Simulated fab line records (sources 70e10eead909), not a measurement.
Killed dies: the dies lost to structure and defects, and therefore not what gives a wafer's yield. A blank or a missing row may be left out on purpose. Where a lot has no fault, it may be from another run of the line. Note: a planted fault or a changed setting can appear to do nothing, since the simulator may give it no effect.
The same fault as seen by 2 desks + flow nand-harc + only its own numbers are on each desk; what lay behind them is given at the end

== TOOL OWNER'S DESK, pecvd-03 ==
The tool's own readings at NHARC_A_ONON_D2_DEP_33 (deposits SiO2, target thk 200 nm): means of the sampled wafers that have a number, for each lot that ran on this tool. The brackets show how far a lot's mean lies from the usual mean; more than 4 standard deviations puts the lot out of limits, marked OUT.
Columns: A = heater-power-w at NHARC_A_ONON_D2_DEP_33, usual 609 W; B = rf-fwd-power-W at NHARC_A_ONON_D2_DEP_33, usual 898.2 W; C = showerhead-vpp-V at NHARC_A_ONON_D2_DEP_33, usual 1788 V; D = throttle-valve-pct at NHARC_A_ONON_D2_DEP_33, usual 16.1 %
| lot  | first seen here | A   | B                        | C               | D    |
|------|-----------------|-----|--------------------------|-----------------|------|
| L485 | day 13 19:55    | 538 | 897.2                    | 1701            | 16.3 |
| L495 | day 17 15:41    | 428 | 898.0                    | 1833            | 15.8 |
| L497 | day 19 04:46    | 499 | 896.7                    | 1777            | 16.1 |
| L499 | day 20 03:49    | 327 | 1259.0 (+99 or more) OUT | 2096 (+4.6) OUT | 16.1 |
| L503 | day 21 15:48    | 339 | 1257.1 (+99 or more) OUT | 2111 (+4.8) OUT | 16.1 |
This desk's finding: out of limits on L499, L503; first on L499, day 20 03:49 (rf-fwd-power-W at NHARC_A_ONON_D2_DEP_33). In limits: L485, L495, L497.

== METROLOGY DESK ==
What the gauges read for every lot (on any tool): the sampled wafers with a number, averaged. The brackets show how far a lot's mean lies from the usual mean; more than 4 standard deviations puts the lot out of limits, marked OUT.
Columns: A = thk-nm at NHARC_A_ONON_D2_THK_MEAS_08, usual 997 nm; B = thk-nm at NHARC_A_ONON_D2_THK_MEAS_24, usual 1001 nm; C = thk-nm at NHARC_A_ONON_D2_THK_MEAS_34, usual 200.8 nm
| lot  | first seen here | A    | B    | C                |
|------|-----------------|------|------|------------------|
| L485 | day 13 09:05    | 1000 | 994  | 199.9            |
| L486 | day 13 09:05    | 994  | 992  | 199.8            |
| L489 | day 15 11:31    | 995  | 988  | 199.6            |
| L490 | day 15 11:37    | 977  | 1012 | 200.5            |
| L491 | day 16 01:20    | 1013 | 996  | 200.6            |
| L493 | day 16 04:19    | 1003 | 997  | 199.7            |
| L494 | day 17 03:17    | 1001 | 999  | 203.9            |
| L495 | day 17 03:20    | 1005 | 1007 | 203.8            |
| L497 | day 18 17:55    | 998  | 986  | 201.2            |
| L499 | day 19 16:51    | 989  | 1010 | 223.7 (+8.2) OUT |
| L503 | day 21 04:34    | 995  | 998  | 223.2 (+8.0) OUT |
| L506 | day 22 09:48    | 1010 | 1006 | 198.2            |
This desk's finding: out of limits on L499, L503; first on L499, day 20 04:08 (thk-nm at NHARC_A_ONON_D2_THK_MEAS_34). In limits: L485, L486, L489, L490, L491, L493, L494, L495, L497, L506.

== TAKEN TOGETHER ==
On L499, L503, at day 20 03:49, an alarm was possible from the tool owner's desk.
An alarm was possible from the metrology desk at day 20 04:08, on L499, L503.
Every lot named ran NHARC_A_ONON_D2_DEP_33 on pecvd-03.

== WHAT THE SIMULATOR HAD INSERTED ==
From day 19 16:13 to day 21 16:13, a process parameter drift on pecvd-03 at NHARC_A_ONON_D2_DEP_33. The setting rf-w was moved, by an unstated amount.
Struck lots among those shown: L499, L503.
Counting hours from when the fault started, the first reading out of limits came at 12 for the tool owner's desk and at 12 for the metrology desk.
